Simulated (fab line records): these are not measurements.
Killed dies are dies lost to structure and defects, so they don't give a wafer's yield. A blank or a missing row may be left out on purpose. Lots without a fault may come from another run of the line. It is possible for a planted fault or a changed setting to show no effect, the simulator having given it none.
Comparing a struck lot with a sound one :: flow nandHarc :: 18 steps out of a route of 1302
Sound: these wafers, L366.1, L366.4, L366.6. Struck: wafers L381.3, L381.4, L381.5. The cause comes at the end.
Per side, at each step with rows, come the tool, then ch with its chambers, and then its first start. Under that, the readings that differ: sound wafers :: struck wafers :: difference of the means :: sigmas: that difference in standard deviations of wafers without a fault.
alike: same words and numbers on both sides, and readings whose means sit less than 2 such deviations apart. not compared: any withheld reading, any reading some wafer has no value for, any bound like >300 that may hide the same value, and any number with overlapping values for which the record gives no deviation.
The two part at a step that has a row with sigmas, a row that says differs or no value, or rows on one side only. Numbers that don't overlap but have no deviation are shown without sigmas and don't part them. A reading missing from all wafers of one side parts the sides only when that side holds two or more wafers.

NHARC_P_M0_OVL_MEAS_10: pitch 180 nm.
  struck on overlay-02, day 12 20:14; sound on overlay-01, day 6 12:14
  alike: overlayXNm, overlayYNm
NHARC_P_M0_INSPECT_11:
  struck on defectInspect-02, day 12 20:16; sound on defectInspect-02, day 6 12:16
  alike: rawDefectCount
NHARC_P_M0_DESCUM_14: chemistry O2, time 3 s.
  sound on rieDiel-02 ch 0,1,3, day 6 12:20; struck on rieDiel-11 ch 1,3, day 12 20:22
  alike: drypumpMotorCurrentA, oesProductAu, rfVppV, showerheadPlenumPTorr, throttleValvePct
  not compared: rfHoursCounterH
then, 2 steps without rows for these wafers: NHARC_P_M0_ETCH_34 (etches the open film in N2/H2, target depth 40 nm, overetch 12 nm, time 43.94 s); NHARC_P_M0_ETCH_15 (etches the open film in C4F8/Ar, target depth 150 nm, overetch 15 nm, time 82.5 s).
NHARC_P_M0_CD_MEAS_16:
  struck on cdSem-01, day 12 20:46; sound on cdSem-01, day 6 12:38
  alike: cdNm
NHARC_P_M0_STRIP_18: strips in N2/H2.
  sound on rieDiel-04 ch 0,2,3, day 6 12:44; struck on rieDiel-02 ch 0,3, day 12 20:55
  alike: drypumpMotorCurrentA, oesProductAu, rfVppV, showerheadPlenumPTorr, throttleValvePct
  not compared: rfHoursCounterH
then, 1 step without rows for these wafers: NHARC_P_M0_STRIP_19 (strips in post etch residue remover, time 600 s).
NHARC_P_M0_DEGAS_28: time 60 s.
  struck on pvdSputter-01, day 12 21:27; sound on pvdSputter-01, day 6 13:16
  alike: heaterPowerW
then, 1 step without rows for these wafers: NHARC_P_M0_PRE_CLEAN_29 (time 30 s).
NHARC_P_M0_PVD_20: deposits TaN, target thk 5 nm, time 8.06 s.
  sound on pvdSputter-01, day 6 13:28; struck on pvdSputter-01
  alike: biasV, throttleValvePct
NHARC_P_M0_PVD_21: deposits Cu, target thk 30 nm, time 20.49 s.
  sound on pvdSputter-01, day 6 13:40; struck on pvdSputter-01
  alike: throttleValvePct
NHARC_P_M0_ECD_22: material Cu, target thk 400 nm.
  sound on ecdCu-02 ch 0,1, day 6 13:52; struck on ecdCu-01 ch 0,1, day 12 21:54
  no value came back on the struck wafers for bathHeatDutyPct (%), bathTempC (C); on the sound wafers bathHeatDutyPct (%) reads 7.1 8.0 7.8
then, 1 step without rows for these wafers: NHARC_P_M0_ANNEAL_30 (time 90 s).
NHARC_P_M0_CMP_23: polishes, t overpolish 20 s, target thk 117.54 nm.
  sound on cmp-01 ch 1,3, day 6 14:37; struck on cmp-02 ch 0,2, day 12 22:33
reading: timeToEndpointS (s)
sound: 26.1 28.1 27.6
struck: 5.6 0.0 0.1
difference: -25.4
sigmas: -9
  alike: motorCurrentA, slurryFlowMlMin
NHARC_P_M0_THK_MEAS_24: measures by xrf.
  struck on filmMetro-01, day 12 22:50; sound on filmMetro-02, day 6 14:55
reading: thkNm (nm)
sound: 119.7 117.0 116.2
struck: 28.6 30.2 30.5
difference: -87.9
sigmas: -59
following that, these wafers have no rows for 1 step: NHARC_P_M0_SRD_25.
-- record jumps: 18 days between struck wafers' starts before vs after; left off in module P_M0, resumes in module END, first step shown is number 1302 of the route --
NHARC_END_SORT_01:
  at this point the record logs the struck wafers (prober-01 ch 0, day 31 02:18) and has no rows for the sound ones

== WHERE THEY PART ==
Last at NHARC_END_SORT_01 as far as this record goes, first at NHARC_P_M0_ECD_22.

WHY: the cause the simulator had injected
Step skipped in full: ecdCu-01, at NHARC_P_M0_ECD_22, from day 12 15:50 onward. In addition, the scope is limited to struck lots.
